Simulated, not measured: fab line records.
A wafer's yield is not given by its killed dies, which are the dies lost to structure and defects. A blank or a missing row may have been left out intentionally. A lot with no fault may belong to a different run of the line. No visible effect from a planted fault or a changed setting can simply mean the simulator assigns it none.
8D (eight disciplines) problem report, filled in by code + flow n5Finfet + the parts of the form that need people (team, actions taken, sign-off) are left out

1. PROBLEM STATEMENT
etchRfOnTimeS at N5_BEOL_M1_ETCH_63 reads a mean of 30.2 s on 5 wafers of 3 lots; wafers without a fault read 25.7 s with a standard deviation of 0.34. That puts it +13 standard deviations away from the usual mean.
The step: etches SiARC in CF4, target depth 15.6 nm, time 26 s.
Seen first at day 9 10:57 on rieDiel-03, wafer L275.1. The record holds 28 wafers of 10 lots with a number at this step. The rule behind "out" and "out of limits": a value lying over 4 standard deviations away from the usual mean. Any other wafer with a number is counted as sound.

2. WHAT IT IS AND WHAT IT IS NOT
| question                    | is                                     | is not                                                                                           |
|-----------------------------|----------------------------------------|--------------------------------------------------------------------------------------------------|
| which readings at this step | etchRfOnTimeS                          | drypumpMotorCurrentA, oesProductAu, rfFwdPowerW, rfVppV, showerheadPlenumPTorr, throttleValvePct |
| which lots                  | L275, L276, L278                       | L263, L268, L269, L281, L282, L285, L286                                                         |
| which wafers of those lots  | L275.1, L275.3, L276.1, L278.1, L278.3 | L276.2, L276.6                                                                                   |
| read on which tools         | rieDiel-03                             | rieDiel-01, rieDiel-04                                                                           |
| when                        | from day 9 10:57                       | up to then (9 sound wafers); but 14 sound wafers of L276, L281, L282, L285, L286 came after      |

3. SUSPECTS, AND WHAT RULES EACH OUT
Counting: if a tool at a process step up to the reading ran every lot that is out, it stays a suspect. Sound lots after the first of them don't rule it out here, since some wafers of a struck lot are sound.
- pvdSputter-03 at N5_BEOL_M0_ANNEAL_133 (time 60 s): kept. It processed each lot that is out (first: L275, day 9 08:25); up to then, its last sound lot is L268 (day 7 06:31).
- rieDiel-03 at N5_BEOL_M1_ETCH_63 (etches SiARC in CF4, target depth 15.6 nm, time 26 s): kept. It processed each lot that is out (first: L275, day 9 10:57); up to then, its last sound lot is L268 (day 7 09:01). Out on those wafers are its own readings of etchRfOnTimeS.
What counting leaves: pvdSputter-03 at N5_BEOL_M0_ANNEAL_133 and rieDiel-03 at N5_BEOL_M1_ETCH_63.

4. THE CAUSE (what the simulator had put in)
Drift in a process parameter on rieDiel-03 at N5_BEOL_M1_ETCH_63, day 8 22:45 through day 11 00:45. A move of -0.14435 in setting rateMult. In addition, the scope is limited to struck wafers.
After counting, 2 suspects remain, this tool included.

5. THE CHAIN OF EFFECTS, in route order
Each row: a reading where the mean over the struck wafers with a number is more than 3 standard deviations away from the usual. Scope: only readings with a usual standard deviation given in the record; hours: median across lots of the time from each lot's start at the first step in this table that gives one to its start at this step; sigmas: change in usual standard deviations.
| hours | step               | reading       | usual  | on struck wafers | change | sigmas |
|-------|--------------------|---------------|--------|------------------|--------|--------|
| 0     | N5_BEOL_M1_ETCH_63 | etchRfOnTimeS | 25.7 s | 30.2             | +4.5   | +13    |
Its process steps:
- N5_BEOL_M1_ETCH_63: etches SiARC in CF4, target depth 15.6 nm, time 26 s.
At these later measuring or inspecting steps, every struck wafer for which the step has a row has a number for every such reading, and none has moved that far: N5_BEOL_M4_RC_MEAS_101.

6. HOW IT WOULD HAVE BEEN CAUGHT EARLIER
In this record no reading fell out of limits until day 9 10:57, 12 hours after the fault had begun at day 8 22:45.
